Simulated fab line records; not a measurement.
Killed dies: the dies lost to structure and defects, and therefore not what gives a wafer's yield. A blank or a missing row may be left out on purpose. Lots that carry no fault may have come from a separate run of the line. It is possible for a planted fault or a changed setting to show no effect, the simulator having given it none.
Struck lot and sound lot, side by side | flow n5Finfet | 15 out of 1938 route steps
Sound: wafers L645.1, L645.2, L645.5. Struck: wafers L647.2, L647.4 (left out: L647.3, a lot-mate that was not struck); the cause follows at the end.
For every step that has rows: the tool of each side, followed by ch and its chambers, followed by its first start. Under that, the readings that differ: sound wafers | struck wafers | difference of the means | sigmas: that difference in standard deviations of wafers without a fault.
alike: a reading whose means differ by less than 2 such deviations, as well as words and numbers matching on both sides. not compared: withheld readings; readings where some wafer has no value; bounds like >300 that might hide an equal value; numbers whose values overlap and for which the record gives no deviation.
Wherever a step has rows on one side only, a row that says differs or no value, or a row with sigmas, the two part there. Numbers that have no deviation but don't overlap get no sigmas and don't part them. A reading missing from all wafers of one side parts the sides only when that side holds two or more wafers.

first, 1 step without rows for these wafers: N5_BEOL_M2_SPUTTER_92 (material Cu, target thk 4.5 nm, time 8.29 s).
N5_BEOL_M2_ANNEAL_93: time 240 s.
  sound: pvdSputter-01 at day 7 11:30; struck: pvdSputter-01 at day 8 02:22
  alike: heaterPowerW, susceptor_temp_C_max
N5_BEOL_M2_SPUTTER_94: material Cu, target thk 4.5 nm, time 8.29 s.
  sound: pvdSputter-01 at day 7 11:38; struck: pvdSputter-01 at day 8 02:31
  alike: substrateTempC, throttleValvePct
N5_BEOL_M2_ANNEAL_95: time 240 s.
  sound: pvdSputter-01 at day 7 11:43; struck: pvdSputter-01 at day 8 02:35
  alike: heaterPowerW, susceptor_temp_C_max
then, 3 steps without rows for these wafers: N5_BEOL_M2_SPUTTER_96 (material Cu, target thk 4.5 nm, time 8.29 s); N5_BEOL_M2_ECD_50 (material Cu, target thk 300 nm); N5_BEOL_M2_ANNEAL_51 (time 90 s).
N5_BEOL_M2_CMP_52: polishes, stops on SiOC, t overpolish 6.8 s, target thk 40 nm.
  sound on cmp-04 ch 1,2,3, day 7 12:26; struck on cmp-02 ch 0,2, day 8 03:14
reading              | sound             | struck      | difference | sigmas
edgeZonePressureFrac | 0.987 1.005 0.988 | 1.001 1.006 | +0.010     | +2
  alike: barrierFieldEndpointS, clearingPlatenDownForcePsi, clearingPlatenRpm, motorCurrentA, overpolishRunS, timeToEndpointS
N5_BEOL_M2_THK_MEAS_53: measures by xrf.
  sound: filmMetro-02 at day 7 12:39; struck: filmMetro-01 at day 8 03:31
  alike: M2_THK
then, 1 step without rows for these wafers: N5_BEOL_M2_PRE_CLEAN_60 (time 15 s).
N5_BEOL_M2_CO_CAP_55: material Co, precursor CCTBA/H2, target thk 2 nm, time 102.1 s.
  sound on cvdCo-01 ch 0,1,2, day 7 12:43; struck on cvdCo-02 ch 2, day 8 03:37
  alike: heaterPowerW
then, 1 step without rows for these wafers: N5_BEOL_M2_PRE_CLEAN_56 (time 15 s).
N5_BEOL_M2_DEP_57: deposits SiCN from 3MS/NH3, target thk 8 nm, time 14 s.
  sound on pecvd-03 ch 0,1, day 7 12:50; struck on pecvd-03 ch 2, day 8 03:44
reading                                 | sound             | struck      | difference | sigmas
showerheadPlenumPTorr (Torr)            | 3.675 3.643 3.643 | 3.679 3.686 | +0.029     | +2
model.SiCN_of_BEOL_M2_DEP_57.thkNm (nm) | 8 8 8             | 7.4 7.6     | -0.5       | 
  alike: throttleValvePct
N5_BEOL_M2_RS_MEAS_58: a four-point-probe measurement.
  sound: filmMetro-01 at day 7 12:55; struck: filmMetro-02 at day 8 03:50
  alike: M2_RS
N5_BEOL_M4_RC_MEAS_101:
  sound on prober-02 ch 0, day 8 12:15; struck on prober-01 ch 0, day 9 03:38
reading       | sound       | struck  | difference | sigmas
ION_N (uA/um) | 657 655 652 | 683 677 | +25        | +3
  alike: DIBL_N, DIBL_P, IOFF_N, IOFF_P, ION_P, SS_N, SS_P, VT_N, VT_P

== WHERE THEY PART ==
At N5_BEOL_M2_CMP_52 first; at N5_BEOL_M4_RC_MEAS_101 last (within this record only).

WHY: what had been put in by the simulator
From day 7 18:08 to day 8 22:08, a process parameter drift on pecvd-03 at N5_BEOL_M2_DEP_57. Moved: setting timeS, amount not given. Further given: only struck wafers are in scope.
